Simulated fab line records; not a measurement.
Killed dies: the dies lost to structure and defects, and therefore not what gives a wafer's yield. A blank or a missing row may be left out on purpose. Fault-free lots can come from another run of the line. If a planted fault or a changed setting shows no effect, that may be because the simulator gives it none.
Which tool was responsible? ; flow nandHarc ; 7 lots (20 wafers sampled), 1 step of a 1302-step route

== WHAT EACH GAUGE READ, for each wafer ==
NHARC_A_ZERO_WELL_INSPECT_17.
lot;measured;on;rawDefectCount
L175;day 7 02:20;defectInspect-02;9 6 7
L178;day 8 04:56;defectInspect-02;14 8 12
L180;day 9 00:58;defectInspect-02;6 12 12
L182;day 9 22:23;defectInspect-02;9 6 2
L184;day 10 12:47;defectInspect-01;23 14 12
L191;day 13 18:37;defectInspect-01;7 3
L197;day 15 20:55;defectInspect-01;9 9 13

== TOOL THAT RAN EACH LOT (tool first, then ch and the chambers of the sampled wafers, then the start) ==
Record: no process step prior to these readings.

== THE ANSWER, worked out from the rows above alone ==
Rule: usual is defined by the lots themselves. Put in order of their means at a reading, lots are off if they are a third of the lots or fewer, leave a main group of 4 or more, and stand apart from it by a gap of 3 or more times the standard deviation of the main group's means; of several such gaps the widest counts. The tables above print the reading to a certain number of digits; a main group whose means all agree to those digits is not used. Also off: a lot with no number at a reading for which 4 or more lots have one. Where the step has rows for the other lots, those lots are counted as sound.
No lot is off on any of the readings shown, so nothing can be concluded from this.

== WHAT THE SIMULATOR HAD INSERTED ==
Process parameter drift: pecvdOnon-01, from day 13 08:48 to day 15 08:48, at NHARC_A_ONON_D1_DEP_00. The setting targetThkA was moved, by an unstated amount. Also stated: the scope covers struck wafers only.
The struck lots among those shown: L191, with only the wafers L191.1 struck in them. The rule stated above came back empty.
